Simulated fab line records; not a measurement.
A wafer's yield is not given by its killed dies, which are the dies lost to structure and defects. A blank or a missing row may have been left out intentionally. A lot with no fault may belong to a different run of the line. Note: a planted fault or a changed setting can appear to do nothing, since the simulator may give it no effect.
Check for tools in common | flow n5Finfet | Lots sampled 8, wafers sampled 24

== WHAT PROMPTED THE OPENING ==
Flagged at N5_STI_FIN_REVEAL_THK_MEAS_05: reading thkNm, on 3 of 8 lots. Fault-free wafers read 132.5 nm, with a standard deviation of 1.2.
Rule: a lot is flagged in two cases, either no wafer of it has a number, or all its wafers with numbers fall more than 4 standard deviations from that mean. The rest of the lots are taken to be sound.

lot  | measured    | on           | thkNm (nm), wafer by wafer | flag
L713 | day 2 10:01 | filmMetro-02 | 131.0 129.7 131.3          | 
L718 | day 3 15:44 | filmMetro-01 | 130.8 131.5 130.7          | 
L719 | day 3 21:37 | filmMetro-02 | 131.8 131.5 132.3          | 
L726 | day 5 20:02 | filmMetro-01 | 310.7 314.2 314.3          | FLAGGED
L727 | day 5 23:05 | filmMetro-02 | 307.0 305.4 307.9          | FLAGGED
L728 | day 6 06:06 | filmMetro-01 | 315.0 306.7 314.8          | FLAGGED
L732 | day 7 03:58 | filmMetro-01 | 131.6 132.6 133.3          | 
L736 | day 8 07:26 | filmMetro-01 | 133.1 134.8 134.2          | 
Flagged lots average 310.7 nm: +178.2 nm relative to the usual, that is +99 or more standard deviations.

== WHICH TOOL RAN EACH LOT ==
Before the reading, the record contains 3 process steps out of a 1938-step route. Read each cell as the tool, then ch plus the chambers that the sampled wafers visited, then the start.
lot  | flag    | N5_FIN_CUT_ETCH_20               | N5_FIN_CUT_CUT_ETCH_26           | N5_STI_FIN_REVEAL_CMP_04
L713 |         | rieDiel-06 ch 1,3, day 2 03:44   | rieDiel-06 ch 1,3, day 2 04:07   | cmp-01 ch 0,1,3, day 2 09:47
L718 |         | rieDiel-06 ch 0,2, day 3 09:27   | rieDiel-06 ch 0,2, day 3 09:50   | cmp-01 ch 0,2,3, day 3 15:32
L719 |         | rieDiel-01 ch 0,2, day 3 15:19   | rieDiel-01 ch 0,2, day 3 15:42   | cmp-03 ch 1,3, day 3 21:22
L726 | FLAGGED | rieDiel-04 ch 2,3, day 5 13:38   | rieDiel-04 ch 2,3, day 5 14:01   | cmp-03 ch 0,1,2, day 5 19:47
L727 | FLAGGED | rieDiel-04 ch 1,2, day 5 16:10   | rieDiel-04 ch 1,2, day 5 16:33   | cmp-03 ch 2,3, day 5 22:47
L728 | FLAGGED | rieDiel-06 ch 0,1, day 5 23:40   | rieDiel-06 ch 0,1, day 6 00:03   | cmp-01 ch 0,1, day 6 05:48
L732 |         | rieDiel-06 ch 0,1, day 6 21:40   | rieDiel-06 ch 0,1, day 6 22:04   | cmp-01 ch 0,1,2, day 7 03:40
L736 |         | rieDiel-06 ch 0,2,3, day 8 00:59 | rieDiel-06 ch 0,2,3, day 8 01:22 | cmp-01 ch 1,2,3, day 8 07:10
What the steps here do:
- N5_FIN_CUT_ETCH_20: etches SiARC in CF4, target depth 26 nm, time 43.3 s.
- N5_FIN_CUT_CUT_ETCH_26: etches SiNx in CH3F/O2, target depth 39 nm, time 55.7 s.
- N5_STI_FIN_REVEAL_CMP_04: polishes, stops on Si3N4, t overpolish 4 s, target thk 131.83 nm.
- N5_STI_FIN_REVEAL_THK_MEAS_05

== FLAGGED OVER TOTAL, TOOL BY TOOL (the gauges that took the reading come last) ==
step                          | tool         | lots run | flagged | share of the flagged lots | sound lots run after its first flagged lot
N5_FIN_CUT_ETCH_20            | rieDiel-01   | 1        | 0       | none                      | -
N5_FIN_CUT_ETCH_20            | rieDiel-04   | 2        | 2       | some                      | 0
N5_FIN_CUT_ETCH_20            | rieDiel-06   | 5        | 1       | some                      | 2 (L732,L736)
N5_FIN_CUT_CUT_ETCH_26        | rieDiel-01   | 1        | 0       | none                      | -
N5_FIN_CUT_CUT_ETCH_26        | rieDiel-04   | 2        | 2       | some                      | 0
N5_FIN_CUT_CUT_ETCH_26        | rieDiel-06   | 5        | 1       | some                      | 2 (L732,L736)
N5_STI_FIN_REVEAL_CMP_04      | cmp-01       | 5        | 1       | some                      | 2 (L732,L736)
N5_STI_FIN_REVEAL_CMP_04      | cmp-03       | 3        | 2       | some                      | 0
N5_STI_FIN_REVEAL_THK_MEAS_05 | filmMetro-01 | 5        | 2       | some                      | 2 (L732,L736)
N5_STI_FIN_REVEAL_THK_MEAS_05 | filmMetro-02 | 3        | 1       | some                      | 0

== WHAT THE TABLE ALLOWS ==
No row of the table ran every flagged lot.

== WHAT THE SIMULATOR HAD INSERTED ==
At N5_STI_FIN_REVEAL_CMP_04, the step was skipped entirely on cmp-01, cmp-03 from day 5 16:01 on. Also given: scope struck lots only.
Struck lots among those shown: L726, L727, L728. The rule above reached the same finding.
